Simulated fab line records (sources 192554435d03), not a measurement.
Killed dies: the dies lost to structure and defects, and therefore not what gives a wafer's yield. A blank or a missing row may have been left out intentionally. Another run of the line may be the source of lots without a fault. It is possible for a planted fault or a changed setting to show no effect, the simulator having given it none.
fab line records :: flow n5Finfet
record:
  lots: 11
  wafers: 33
  lastDay: 17
route steps=1938 shown BEOL_M12@1656 BEOL_M13@1669 PASSIVATION@1936
lots untouched by any fault: they come from a run of this same line in which no faults occurred
startH: start of the lot's first displayed wafer, in hours after the record's first day :: waitH: time in hours since the lot's previous step :: " unchanged from the row above :: L1.1+2: a row that stands for several wafers :: - no value, or no start given :: * or withheld: withheld :: < > ~ a bound
route shown NAME@n: a module of which the file shows steps, and the number in the route of the first :: usual: average and standard deviation across the fault-free wafers :: same: alike in all rows :: chamber/n: place in a boat :: sites: the reading at each site :: _std_site: standard deviation across them :: _edge_site: inner sites' mean taken away from outer sites' mean :: radiusMm: for every site, how far away it sits from the centre of the wafer :: mask NAME#n: copy n :: behind: the tool/chamber that last shaped the wafer :: hold: reason for holding the lot/hours on hold/outcome of the hold :: device: names the non-switching transistor (n, p or np) :: end of line: tests of these same wafers at the route's end :: a step given without rows: its recipe and nothing more :: killed: dies that structure and defects cost at the first sort, which is not the same as the wafer's yield :: map: dies across one wafer; x = killed, . = not, _ = none there
set.NAME: the setting as run; set.NAME@STEP: as run at that earlier step :: model.NAME: the simulator's own value behind a step, which no gauge read
the route's steps for a sample of lots (tables are steps, rows are wafers)
services: the hour from which a tool's chamber was out of use, counted from the record's first day as startH (under 0 if before that day), plus the number of hours and why
== steps ==
step: N5_BEOL_M12_DEP_53
recipe:
  material: SiCN
  targetThkA: 300
  tempC: withheld
  precursor: 3MS/NH3
  pressureTorr: 3
  rfW: 675
  timeS: 10.5
usual:
  showerheadPlenumPTorr: 4.166/0.025
  throttleValvePct: 18.1/0.53
lot.wafer: L758.2
tool: pecvd-03
chamber: 0
startH: 241.73
waitH: 0.0
showerheadPlenumPTorr: 4.204
sinceWetCleanH: 764
throttleValvePct: 18.6

lot.wafer: L758.3
tool: pecvd-03
chamber: 1
startH: 241.73
waitH: 0.0
showerheadPlenumPTorr: 4.171
sinceWetCleanH: -
throttleValvePct: 18.4

lot.wafer: L758.4
tool: pecvd-03
chamber: 0
startH: 241.73
waitH: 0.0
showerheadPlenumPTorr: 4.214
sinceWetCleanH: -
throttleValvePct: 18.3

lot.wafer: L759.3
tool: pecvd-01
chamber: 1
startH: 253.11
waitH: 0.0
showerheadPlenumPTorr: 4.146
sinceWetCleanH: 1682
throttleValvePct: 19.3

lot.wafer: L759.4
tool: pecvd-01
chamber: 0
startH: 253.11
waitH: 0.0
showerheadPlenumPTorr: 4.186
sinceWetCleanH: -
throttleValvePct: 17.8

lot.wafer: L759.5
tool: pecvd-01
chamber: 1
startH: 253.11
waitH: 0.0
showerheadPlenumPTorr: 4.144
sinceWetCleanH: -
throttleValvePct: 19.1

lot.wafer: L763.1
tool: pecvd-03
chamber: 0
startH: 267.27
waitH: 0.0
showerheadPlenumPTorr: 4.196
sinceWetCleanH: 790
throttleValvePct: 18.6

lot.wafer: L763.2
tool: pecvd-03
chamber: 2
startH: 267.27
waitH: 0.0
showerheadPlenumPTorr: 4.126
sinceWetCleanH: 25
throttleValvePct: 17.5

lot.wafer: L763.6
tool: pecvd-03
chamber: 1
startH: 267.27
waitH: 0.0
showerheadPlenumPTorr: 4.168
sinceWetCleanH: -
throttleValvePct: 18.4

lot.wafer: L764.1
tool: pecvd-03
chamber: 1
startH: 290.15
waitH: 0.0
showerheadPlenumPTorr: 4.172
sinceWetCleanH: 1538
throttleValvePct: 18.3

lot.wafer: L764.2
tool: pecvd-03
chamber: 2
startH: 290.15
waitH: 0.0
showerheadPlenumPTorr: 4.128
sinceWetCleanH: 48
throttleValvePct: 17.5

lot.wafer: L764.4
tool: pecvd-03
chamber: 2
startH: 290.15
waitH: 0.0
showerheadPlenumPTorr: 4.128
sinceWetCleanH: -
throttleValvePct: 17.5

lot.wafer: L769.1
tool: pecvd-03
chamber: 0
startH: 305.13
waitH: 0.0
showerheadPlenumPTorr: 4.201
sinceWetCleanH: 828
throttleValvePct: 18.4

lot.wafer: L769.3
tool: pecvd-03
chamber: 1
startH: 305.13
waitH: 0.0
showerheadPlenumPTorr: 4.169
sinceWetCleanH: 1553
throttleValvePct: 18.5

lot.wafer: L769.5
tool: pecvd-03
chamber: 2
startH: 305.13
waitH: 0.0
showerheadPlenumPTorr: 4.128
sinceWetCleanH: -
throttleValvePct: 17.4

lot.wafer: L770.1
tool: pecvd-04
chamber: 2
startH: 320.84
waitH: 0.0
showerheadPlenumPTorr: 4.144
sinceWetCleanH: 452
throttleValvePct: 18.2

lot.wafer: L770.2
tool: pecvd-04
chamber: 1
startH: 320.84
waitH: 0.0
showerheadPlenumPTorr: 4.171
sinceWetCleanH: 1931
throttleValvePct: 17.7

lot.wafer: L770.3
tool: pecvd-04
chamber: 0
startH: 320.84
waitH: 0.0
showerheadPlenumPTorr: 4.177
sinceWetCleanH: 1206
throttleValvePct: 17.7

lot.wafer: L771.1
tool: pecvd-01
chamber: 1
startH: 323.88
waitH: 0.0
showerheadPlenumPTorr: 4.142
sinceWetCleanH: 1753
throttleValvePct: 19.1

lot.wafer: L771.3
tool: pecvd-01
chamber: 2
startH: 323.88
waitH: 0.0
showerheadPlenumPTorr: 4.141
sinceWetCleanH: 274
throttleValvePct: 17.7

lot.wafer: L771.4
tool: pecvd-01
chamber: 2
startH: 323.88
waitH: 0.0
showerheadPlenumPTorr: 4.152
sinceWetCleanH: -
throttleValvePct: 17.6

lot.wafer: L772.1
tool: pecvd-01
chamber: 0
startH: 327.24
waitH: 0.0
showerheadPlenumPTorr: 4.173
sinceWetCleanH: 1031
throttleValvePct: 17.9

lot.wafer: L772.4
tool: pecvd-01
chamber: 0
startH: 327.24
waitH: 0.0
showerheadPlenumPTorr: 4.187
sinceWetCleanH: -
throttleValvePct: 17.6

lot.wafer: L772.5
tool: pecvd-01
chamber: 0
startH: 327.24
waitH: 0.0
showerheadPlenumPTorr: 4.184
sinceWetCleanH: -
throttleValvePct: 17.9

lot.wafer: L773.3
tool: pecvd-03
chamber: 2
startH: 341.17
waitH: 0.0
showerheadPlenumPTorr: 4.114
sinceWetCleanH: 99
throttleValvePct: 17.5

lot.wafer: L773.5
tool: pecvd-03
chamber: 1
startH: 341.17
waitH: 0.0
showerheadPlenumPTorr: 4.167
sinceWetCleanH: -
throttleValvePct: 18.2

lot.wafer: L773.6
tool: pecvd-03
chamber: 0
startH: 341.17
waitH: 0.0
showerheadPlenumPTorr: 4.207
sinceWetCleanH: -
throttleValvePct: 18.9

lot.wafer: L778.1
tool: pecvd-03
chamber: 0
startH: 352.56
waitH: 0.0
showerheadPlenumPTorr: 4.210
sinceWetCleanH: 875
throttleValvePct: 18.9

lot.wafer: L778.2
tool: pecvd-03
chamber: 2
startH: 352.56
waitH: 0.0
showerheadPlenumPTorr: 4.119
sinceWetCleanH: 110
throttleValvePct: 17.4

lot.wafer: L778.4
tool: pecvd-03
chamber: 2
startH: 352.56
waitH: 0.0
showerheadPlenumPTorr: 4.124
sinceWetCleanH: -
throttleValvePct: 17.7

lot.wafer: L779.2
tool: pecvd-04
chamber: 0
startH: 366.43
waitH: 0.0
showerheadPlenumPTorr: 4.174
sinceWetCleanH: 1252
throttleValvePct: 17.7

lot.wafer: L779.3
tool: pecvd-04
chamber: 2
startH: 366.43
waitH: 0.0
showerheadPlenumPTorr: 4.158
sinceWetCleanH: 498
throttleValvePct: 18.2

lot.wafer: L779.4
tool: pecvd-04
chamber: 1
startH: 366.43
waitH: 0.0
showerheadPlenumPTorr: 4.160
sinceWetCleanH: -
throttleValvePct: 17.8
step: N5_BEOL_M13_CD_MEAS_10
recipe:
  targetCdNm: 190
  landingEnergyEv: 500
  detector: seInlens
  polarity: opening
usual:
  cdNm: 190.0/1.1
lot.wafer: L758.2
tool: cdSem-03
chamber: 0
startH: 242.33
waitH: -
cdNm: 189.2

lot.wafer: L758.3
tool: cdSem-03
chamber: 0
startH: 242.33
waitH: -
cdNm: 188.5

lot.wafer: L758.4
tool: cdSem-03
chamber: 0
startH: 242.33
waitH: -
cdNm: 188.9

lot.wafer: L759.3
tool: cdSem-03
chamber: 0
startH: 253.69
waitH: -
cdNm: 188.2

lot.wafer: L759.4
tool: cdSem-03
chamber: 0
startH: 253.69
waitH: -
cdNm: 187.4

lot.wafer: L759.5
tool: cdSem-03
chamber: 0
startH: 253.69
waitH: -
cdNm: 188.1

lot.wafer: L763.1
tool: cdSem-01
chamber: 0
startH: 267.97
waitH: -
cdNm: 190.5

lot.wafer: L763.2
tool: cdSem-01
chamber: 0
startH: 267.97
waitH: -
cdNm: 189.8

lot.wafer: L763.6
tool: cdSem-01
chamber: 0
startH: 267.97
waitH: -
cdNm: 189.1

lot.wafer: L764.1
tool: cdSem-02
chamber: 0
startH: 290.73
waitH: -
cdNm: 189.2

lot.wafer: L764.2
tool: cdSem-02
chamber: 0
startH: 290.73
waitH: -
cdNm: 188.8

lot.wafer: L764.4
tool: cdSem-02
chamber: 0
startH: 290.73
waitH: -
cdNm: 190.0

lot.wafer: L769.1
tool: cdSem-02
chamber: 0
startH: 305.83
waitH: -
cdNm: 189.2

lot.wafer: L769.3
tool: cdSem-02
chamber: 0
startH: 305.83
waitH: -
cdNm: 188.7

lot.wafer: L769.5
tool: cdSem-02
chamber: 0
startH: 305.83
waitH: -
cdNm: 190.0

lot.wafer: L770.1
tool: cdSem-02
chamber: 0
startH: 321.55
waitH: -
cdNm: 191.6

lot.wafer: L770.2
tool: cdSem-02
chamber: 0
startH: 321.55
waitH: -
cdNm: 192.5

lot.wafer: L770.3
tool: cdSem-02
chamber: 0
startH: 321.55
waitH: -
cdNm: 191.7

lot.wafer: L771.1
tool: cdSem-02
chamber: 0
startH: 324.59
waitH: -
cdNm: 189.9

lot.wafer: L771.3
tool: cdSem-02
chamber: 0
startH: 324.59
waitH: -
cdNm: 190.3

lot.wafer: L771.4
tool: cdSem-02
chamber: 0
startH: 324.59
waitH: -
cdNm: 190.8

lot.wafer: L772.1
tool: cdSem-01
chamber: 0
startH: 327.96
waitH: -
cdNm: 190.9

lot.wafer: L772.4
tool: cdSem-01
chamber: 0
startH: 327.96
waitH: -
cdNm: 188.6

lot.wafer: L772.5
tool: cdSem-01
chamber: 0
startH: 327.96
waitH: -
cdNm: 189.6

lot.wafer: L773.3
tool: cdSem-01
chamber: 0
startH: 341.75
waitH: -
cdNm: 189.1

lot.wafer: L773.5
tool: cdSem-01
chamber: 0
startH: 341.75
waitH: -
cdNm: 189.5

lot.wafer: L773.6
tool: cdSem-01
chamber: 0
startH: 341.75
waitH: -
cdNm: 189.5

lot.wafer: L778.1
tool: cdSem-02
chamber: 0
startH: 353.14
waitH: -
cdNm: 192.3

lot.wafer: L778.2
tool: cdSem-02
chamber: 0
startH: 353.14
waitH: -
cdNm: 190.8

lot.wafer: L778.4
tool: cdSem-02
chamber: 0
startH: 353.14
waitH: -
cdNm: 191.0

lot.wafer: L779.2
tool: cdSem-03
chamber: 0
startH: 367.01
waitH: -
cdNm: 189.9

lot.wafer: L779.3
tool: cdSem-03
chamber: 0
startH: 367.01
waitH: -
cdNm: 190.2

lot.wafer: L779.4
tool: cdSem-03
chamber: 0
startH: 367.01
waitH: -
cdNm: 189.5
step: N5_BEOL_M13_STRIP_64
recipe:
  chemistry: N2/H2
  powerW: 1000
  tempC: 250
  h2Frac: 0.65
  overashFraction: 0.3
  pressureMtorr: withheld
  n2FlowSccm: 1750
  h2FlowSccm: 3250
usual:
  drypumpMotorCurrentA: 5.7/0.37
  heaterPowerW: 345/12
  oesProductAu: 0.715/0.0047
  stripTimeToEndpointS: 31.30/0.075
lot.wafer: L758.2
tool: plasmaAsher-02
chamber: 0
startH: 242.80
waitH: 0.0
drypumpMotorCurrentA: 5.7
heaterPowerW: 364
oesProductAu: 0.718
rfHoursCounterH: 129
stripTimeToEndpointS: 31.31

lot.wafer: L758.3
tool: plasmaAsher-02
chamber: 1
startH: 242.80
waitH: 0.0
drypumpMotorCurrentA: 6.2
heaterPowerW: 342
oesProductAu: 0.717
rfHoursCounterH: -
stripTimeToEndpointS: 31.17

lot.wafer: L758.4
tool: plasmaAsher-02
chamber: 0
startH: 242.80
waitH: 0.0
drypumpMotorCurrentA: 5.6
heaterPowerW: 357
oesProductAu: 0.715
rfHoursCounterH: -
stripTimeToEndpointS: 31.33

lot.wafer: L759.3
tool: plasmaAsher-01
chamber: 0
startH: 254.18
waitH: 0.0
drypumpMotorCurrentA: 5.2
heaterPowerW: 328
oesProductAu: 0.712
rfHoursCounterH: -
stripTimeToEndpointS: 31.37

lot.wafer: L759.4
tool: plasmaAsher-01
chamber: 1
startH: 254.18
waitH: 0.0
drypumpMotorCurrentA: 5.9
heaterPowerW: 356
oesProductAu: 0.723
rfHoursCounterH: -
stripTimeToEndpointS: 31.38

lot.wafer: L759.5
tool: plasmaAsher-01
chamber: 0
startH: 254.18
waitH: 0.0
drypumpMotorCurrentA: 5.2
heaterPowerW: 334
oesProductAu: 0.709
rfHoursCounterH: -
stripTimeToEndpointS: 31.42

lot.wafer: L763.1
tool: plasmaAsher-01
chamber: 0
startH: 268.56
waitH: 0.0
drypumpMotorCurrentA: 5.2
heaterPowerW: 331
oesProductAu: 0.714
rfHoursCounterH: 66
stripTimeToEndpointS: 31.44

lot.wafer: L763.2
tool: plasmaAsher-01
chamber: 1
startH: 268.56
waitH: 0.0
drypumpMotorCurrentA: 5.9
heaterPowerW: 348
oesProductAu: 0.713
rfHoursCounterH: 66
stripTimeToEndpointS: 31.34

lot.wafer: L763.6
tool: plasmaAsher-01
chamber: 1
startH: 268.56
waitH: 0.0
drypumpMotorCurrentA: 5.9
heaterPowerW: 368
oesProductAu: 0.720
rfHoursCounterH: -
stripTimeToEndpointS: 31.39

lot.wafer: L764.1
tool: plasmaAsher-01
chamber: 0
startH: 294.01
waitH: 0.0
drypumpMotorCurrentA: 5.2
heaterPowerW: 331
oesProductAu: 0.709
rfHoursCounterH: 72
stripTimeToEndpointS: 31.25

lot.wafer: L764.2
tool: plasmaAsher-01
chamber: 1
startH: 294.01
waitH: 0.0
drypumpMotorCurrentA: 5.9
heaterPowerW: 359
oesProductAu: 0.710
rfHoursCounterH: 72
stripTimeToEndpointS: 31.17

lot.wafer: L764.4
tool: plasmaAsher-01
chamber: 1
startH: 294.01
waitH: 0.0
drypumpMotorCurrentA: 5.9
heaterPowerW: 358
oesProductAu: 0.714
rfHoursCounterH: -
stripTimeToEndpointS: 31.27

lot.wafer: L769.1
tool: plasmaAsher-02
chamber: 0
startH: 306.31
waitH: 0.0
drypumpMotorCurrentA: 5.7
heaterPowerW: 359
oesProductAu: 0.709
rfHoursCounterH: 140
stripTimeToEndpointS: 31.34

lot.wafer: L769.3
tool: plasmaAsher-02
chamber: 1
startH: 306.31
waitH: 0.0
drypumpMotorCurrentA: 6.2
heaterPowerW: 336
oesProductAu: 0.719
rfHoursCounterH: -
stripTimeToEndpointS: 31.28

lot.wafer: L769.5
tool: plasmaAsher-02
chamber: 1
startH: 306.31
waitH: 0.0
drypumpMotorCurrentA: 6.2
heaterPowerW: 338
oesProductAu: 0.711
rfHoursCounterH: -
stripTimeToEndpointS: 31.24

lot.wafer: L770.1
tool: plasmaAsher-02
chamber: 0
startH: 322.02
waitH: 0.0
drypumpMotorCurrentA: 5.6
heaterPowerW: 358
oesProductAu: 0.710
rfHoursCounterH: 143
stripTimeToEndpointS: 31.27

lot.wafer: L770.2
tool: plasmaAsher-02
chamber: 1
startH: 322.02
waitH: 0.0
drypumpMotorCurrentA: 6.2
heaterPowerW: 324
oesProductAu: 0.717
rfHoursCounterH: 143
stripTimeToEndpointS: 31.29

lot.wafer: L770.3
tool: plasmaAsher-02
chamber: 0
startH: 322.02
waitH: 0.0
drypumpMotorCurrentA: 5.6
heaterPowerW: 364
oesProductAu: 0.706
rfHoursCounterH: -
stripTimeToEndpointS: 31.27

lot.wafer: L771.1
tool: plasmaAsher-02
chamber: 1
startH: 325.06
waitH: 0.0
drypumpMotorCurrentA: 6.2
heaterPowerW: 341
oesProductAu: 0.713
rfHoursCounterH: 144
stripTimeToEndpointS: 31.49

lot.wafer: L771.3
tool: plasmaAsher-02
chamber: 1
startH: 325.06
waitH: 0.0
drypumpMotorCurrentA: 6.2
heaterPowerW: 338
oesProductAu: 0.714
rfHoursCounterH: -
stripTimeToEndpointS: 31.40

lot.wafer: L771.4
tool: plasmaAsher-02
chamber: 0
startH: 325.06
waitH: 0.0
drypumpMotorCurrentA: 5.7
heaterPowerW: 357
oesProductAu: 0.713
rfHoursCounterH: -
stripTimeToEndpointS: 31.35

lot.wafer: L772.1
tool: plasmaAsher-01
chamber: 0
startH: 328.44
waitH: 0.0
drypumpMotorCurrentA: 5.2
heaterPowerW: 334
oesProductAu: 0.713
rfHoursCounterH: 79
stripTimeToEndpointS: 31.20

lot.wafer: L772.4
tool: plasmaAsher-01
chamber: 0
startH: 328.44
waitH: 0.0
drypumpMotorCurrentA: 5.2
heaterPowerW: 326
oesProductAu: 0.712
rfHoursCounterH: -
stripTimeToEndpointS: 31.20

lot.wafer: L772.5
tool: plasmaAsher-01
chamber: 1
startH: 328.44
waitH: 0.0
drypumpMotorCurrentA: 5.9
heaterPowerW: 355
oesProductAu: 0.713
rfHoursCounterH: -
stripTimeToEndpointS: 31.13

lot.wafer: L773.3
tool: plasmaAsher-01
chamber: 0
startH: 342.24
waitH: 0.0
drypumpMotorCurrentA: 5.2
heaterPowerW: 327
oesProductAu: 0.715
rfHoursCounterH: -
stripTimeToEndpointS: 31.22

lot.wafer: L773.5
tool: plasmaAsher-01
chamber: 0
startH: 342.24
waitH: 0.0
drypumpMotorCurrentA: 5.2
heaterPowerW: 343
oesProductAu: 0.708
rfHoursCounterH: -
stripTimeToEndpointS: 31.32

lot.wafer: L773.6
tool: plasmaAsher-01
chamber: 1
startH: 342.24
waitH: 0.0
drypumpMotorCurrentA: 5.9
heaterPowerW: 360
oesProductAu: 0.720
rfHoursCounterH: -
stripTimeToEndpointS: 31.31

lot.wafer: L778.1
tool: plasmaAsher-02
chamber: 1
startH: 353.61
waitH: 0.0
drypumpMotorCurrentA: 6.2
heaterPowerW: 335
oesProductAu: 0.722
rfHoursCounterH: 151
stripTimeToEndpointS: 31.26

lot.wafer: L778.2
tool: plasmaAsher-02
chamber: 0
startH: 353.61
waitH: 0.0
drypumpMotorCurrentA: 5.7
heaterPowerW: 363
oesProductAu: 0.727
rfHoursCounterH: 151
stripTimeToEndpointS: 31.33

lot.wafer: L778.4
tool: plasmaAsher-02
chamber: 0
startH: 353.61
waitH: 0.0
drypumpMotorCurrentA: 5.7
heaterPowerW: 363
oesProductAu: 0.711
rfHoursCounterH: -
stripTimeToEndpointS: 31.31

lot.wafer: L779.2
tool: plasmaAsher-02
chamber: 0
startH: 367.48
waitH: 0.0
drypumpMotorCurrentA: 5.6
heaterPowerW: 354
oesProductAu: 0.713
rfHoursCounterH: 153
stripTimeToEndpointS: 31.46

lot.wafer: L779.3
tool: plasmaAsher-02
chamber: 1
startH: 367.48
waitH: 0.0
drypumpMotorCurrentA: 6.2
heaterPowerW: 334
oesProductAu: 0.710
rfHoursCounterH: -
stripTimeToEndpointS: 31.36

lot.wafer: L779.4
tool: plasmaAsher-02
chamber: 0
startH: 367.48
waitH: 0.0
drypumpMotorCurrentA: 5.7
heaterPowerW: 353
oesProductAu: 0.715
rfHoursCounterH: -
stripTimeToEndpointS: 31.37
step: N5_BEOL_M13_COAT_66
recipe:
  resist: SiARC
  tempC: 220
  timeS: 60
  spinRpm: 1500
  resistThkNm: 110
usual:
  exhaustPa: 44.9/0.98
  spinSpeedRpm: 1500.1/0.84
lot.wafer: L758.2
tool: lithoTrack-02
chamber: 0
startH: 242.98
waitH: -
exhaustPa: 46.2
spinSpeedRpm: 1499.4

lot.wafer: L758.3
tool: lithoTrack-02
chamber: 0
startH: 242.98
waitH: -
exhaustPa: 46.1
spinSpeedRpm: 1499.6

lot.wafer: L758.4
tool: lithoTrack-02
chamber: 0
startH: 242.98
waitH: -
exhaustPa: 46.3
spinSpeedRpm: 1499.9

lot.wafer: L759.3
tool: lithoTrack-03
chamber: 0
startH: 254.35
waitH: -
exhaustPa: 45.2
spinSpeedRpm: 1498.7

lot.wafer: L759.4
tool: lithoTrack-03
chamber: 0
startH: 254.35
waitH: -
exhaustPa: 46.7
spinSpeedRpm: 1499.4

lot.wafer: L759.5
tool: lithoTrack-03
chamber: 0
startH: 254.35
waitH: -
exhaustPa: 45.8
spinSpeedRpm: 1499.3

lot.wafer: L763.1
tool: lithoTrack-02
chamber: 0
startH: 268.75
waitH: -
exhaustPa: 45.5
spinSpeedRpm: 1500.8

lot.wafer: L763.2
tool: lithoTrack-02
chamber: 0
startH: 268.75
waitH: -
exhaustPa: 45.1
spinSpeedRpm: 1499.8

lot.wafer: L763.6
tool: lithoTrack-02
chamber: 0
startH: 268.75
waitH: -
exhaustPa: 44.6
spinSpeedRpm: 1501.7

lot.wafer: L764.1
tool: lithoTrack-03
chamber: 0
startH: 294.20
waitH: -
exhaustPa: 45.3
spinSpeedRpm: 1500.1

lot.wafer: L764.2
tool: lithoTrack-03
chamber: 0
startH: 294.20
waitH: -
exhaustPa: 45.0
spinSpeedRpm: 1500.9

lot.wafer: L764.4
tool: lithoTrack-03
chamber: 0
startH: 294.20
waitH: -
exhaustPa: 44.4
spinSpeedRpm: 1498.3

lot.wafer: L769.1
tool: lithoTrack-02
chamber: 0
startH: 306.49
waitH: -
exhaustPa: 46.0
spinSpeedRpm: 1578.4

lot.wafer: L769.3
tool: lithoTrack-02
chamber: 0
startH: 306.49
waitH: -
exhaustPa: 46.1
spinSpeedRpm: 1578.7

lot.wafer: L769.5
tool: lithoTrack-02
chamber: 0
startH: 306.49
waitH: -
exhaustPa: 45.5
spinSpeedRpm: 1578.6

lot.wafer: L770.1
tool: lithoTrack-02
chamber: 0
startH: 322.21
waitH: -
exhaustPa: 44.3
spinSpeedRpm: 1578.9

lot.wafer: L770.2
tool: lithoTrack-02
chamber: 0
startH: 322.21
waitH: -
exhaustPa: 44.7
spinSpeedRpm: 1578.6

lot.wafer: L770.3
tool: lithoTrack-02
chamber: 0
startH: 322.21
waitH: -
exhaustPa: 43.9
spinSpeedRpm: 1578.6

lot.wafer: L771.1
tool: lithoTrack-05
chamber: 0
startH: 325.25
waitH: -
exhaustPa: 44.4
spinSpeedRpm: 1501.1

lot.wafer: L771.3
tool: lithoTrack-05
chamber: 0
startH: 325.25
waitH: -
exhaustPa: 44.1
spinSpeedRpm: 1500.9

lot.wafer: L771.4
tool: lithoTrack-05
chamber: 0
startH: 325.25
waitH: -
exhaustPa: 44.1
spinSpeedRpm: 1500.8

lot.wafer: L772.1
tool: lithoTrack-05
chamber: 0
startH: 328.62
waitH: -
exhaustPa: 44.1
spinSpeedRpm: 1500.4

lot.wafer: L772.4
tool: lithoTrack-05
chamber: 0
startH: 328.62
waitH: -
exhaustPa: 44.1
spinSpeedRpm: 1500.7

lot.wafer: L772.5
tool: lithoTrack-05
chamber: 0
startH: 328.62
waitH: -
exhaustPa: 44.5
spinSpeedRpm: 1499.5

lot.wafer: L773.3
tool: lithoTrack-05
chamber: 0
startH: 342.41
waitH: -
exhaustPa: 45.2
spinSpeedRpm: 1499.7

lot.wafer: L773.5
tool: lithoTrack-05
chamber: 0
startH: 342.41
waitH: -
exhaustPa: 45.8
spinSpeedRpm: 1500.6

lot.wafer: L773.6
tool: lithoTrack-05
chamber: 0
startH: 342.41
waitH: -
exhaustPa: 46.0
spinSpeedRpm: 1499.4

lot.wafer: L778.1
tool: lithoTrack-03
chamber: 0
startH: 353.80
waitH: -
exhaustPa: 44.2
spinSpeedRpm: 1501.8

lot.wafer: L778.2
tool: lithoTrack-03
chamber: 0
startH: 353.80
waitH: -
exhaustPa: 43.4
spinSpeedRpm: 1499.5

lot.wafer: L778.4
tool: lithoTrack-03
chamber: 0
startH: 353.80
waitH: -
exhaustPa: 44.6
spinSpeedRpm: 1500.2

lot.wafer: L779.2
tool: lithoTrack-05
chamber: 0
startH: 367.67
waitH: -
exhaustPa: 43.9
spinSpeedRpm: 1498.6

lot.wafer: L779.3
tool: lithoTrack-05
chamber: 0
startH: 367.67
waitH: -
exhaustPa: 44.1
spinSpeedRpm: 1499.3

lot.wafer: L779.4
tool: lithoTrack-05
chamber: 0
startH: 367.67
waitH: -
exhaustPa: 43.9
spinSpeedRpm: 1498.7
step: N5_PASSIVATION_PROBE_49
usual:
  defectLimitedYield: 91.0/1.5
  killed_at_M0_to_M3: 34/9.1
  killed_at_M4_up: 14/5.7
  killedAtContacts: 13/5.7
  killedAtFrontEnd: 42/12
  killedAtOther: 4/3.4
  killedDies: 106/17
  killedOpen: 70/13
  killedShort: 34/7.5
  sort_bin_5_function: 5.2/0.94
  sort_bin_6_memory: 3.4/0.69
  sort_bin_8_speed: 0.00/0.029
  sortNPass: 1074/17
  sortYieldPct: 91.0/1.5
same:
  grossDies: 1180
  killedAtBackSide: 0
  sort_bin_4_leakage[%]: 0
lot.wafer: L773.3
tool: prober-02
chamber: -
startH: 368.70
waitH: 0.1
defectLimitedYield[%]: 89.0
killed_at_M0_to_M3: 32
killed_at_M4_up: 16
killedAtContacts: 8
killedAtFrontEnd: 74
killedAtOther: 0
killedDies: 130
killedOpen: 81
killedShort: 45
sort_bin_5_function[%]: 5.9
sort_bin_6_memory[%]: 4.3
sort_bin_8_speed[%]: 0
sortNPass: 1050
sortYieldPct[%]: 89.0

lot.wafer: L773.5
tool: prober-02
chamber: -
startH: 368.80
waitH: 0.2
defectLimitedYield[%]: 89.5
killed_at_M0_to_M3: 23
killed_at_M4_up: 21
killedAtContacts: 23
killedAtFrontEnd: 55
killedAtOther: 2
killedDies: 124
killedOpen: 90
killedShort: 34
sort_bin_5_function[%]: 5.9
sort_bin_6_memory[%]: 3.9
sort_bin_8_speed[%]: 0
sortNPass: 1056
sortYieldPct[%]: 89.5

lot.wafer: L773.6
tool: prober-02
chamber: -
startH: 368.85
waitH: 0.3
defectLimitedYield[%]: 90.8
killed_at_M0_to_M3: 19
killed_at_M4_up: 13
killedAtContacts: 16
killedAtFrontEnd: 56
killedAtOther: 5
killedDies: 109
killedOpen: 76
killedShort: 33
sort_bin_5_function[%]: 6.0
sort_bin_6_memory[%]: 2.9
sort_bin_8_speed[%]: 0
sortNPass: 1071
sortYieldPct[%]: 90.8
killed by level:class
L773.3 FIN_SAQP:geometricParticle:open=18 STI_FIN_REVEAL:geometricParticle:open=13 DUMMY_GATE:geometricParticle:open=12 BEOL_M2:geometricParticle:open=10 FIN_SAQP:geometricParticle:short=9 BEOL_M0_SAQP:geometricParticle:short=8 STI_FIN_REVEAL:geometricParticle:short=7 MOL_CONTACT_COAG:geometricParticle:open=6
L773.5 FIN_SAQP:geometricParticle:open=26 MOL_CONTACT_COAG:geometricParticle:open=20 BEOL_M4:geometricParticle:open=11 FIN_SAQP:geometricParticle:short=7 DUMMY_GATE:geometricParticle:open=5 BEOL_M0_SAQP:geometricParticle:open=5 BEOL_M1:geometricParticle:open=5 STARTING-WAFER:geometricParticle:short=4
L773.6 FIN_SAQP:geometricParticle:open=21 MOL_CONTACT_COAG:geometricParticle:open=13 FIN_SAQP:geometricParticle:short=9 STI_FIN_REVEAL:geometricParticle:open=9 BEOL_M4:geometricParticle:open=9 BEOL_M2:geometricParticle:open=5 BEOL_M0_SAQP:geometricParticle:short=4 STI_FIN_REVEAL:geometricParticle:short=3
== services ==
tool: pecvd-04
chamber: 1
startH: 220.31
hours: 5.5
kind: scheduledDown

tool: lithoTrack-03
chamber: -
startH: 233.41
hours: -
kind: consumableReplace:filter

tool: lithoTrack-03
chamber: -
startH: 234.05
hours: -
kind: consumableReplace:filter

tool: pecvd-03
chamber: -
startH: 261.81
hours: 1.5
kind: repair

tool: plasmaAsher-02
chamber: -
startH: 268.25
hours: 7.5
kind: repair

tool: pecvd-01
chamber: 2
startH: 269.11
hours: 12.2
kind: repair

tool: pecvd-01
chamber: 2
startH: 300.55
hours: 5.5
kind: scheduledDown

tool: pecvd-01
chamber: 2
startH: 327.12
hours: 5.4
kind: repair
== key ==
firstSign:
  step: N5_BEOL_M13_COAT_66
  reading: spinSpeedRpm
  direction: up
  sigmas: 93
  usual: *
  struck: *
effect none on later readings
metAt N5_BEOL_M13_COAT_66
struckLots L769,L770
notActingAt N5_BEOL_M12_DEP_53,N5_BEOL_M13_CD_MEAS_10,N5_BEOL_M13_STRIP_64
onsetBetween 268.75 306.49
fault:
  kind: processParameterDrift
  tool: lithoTrack-02
  chamber: -
  onsetH: 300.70
  steps: N5_BEOL_M13_COAT_66
  channel: spinRpm
  offset: *
  shape: step
  actsIn: *
  stated: *
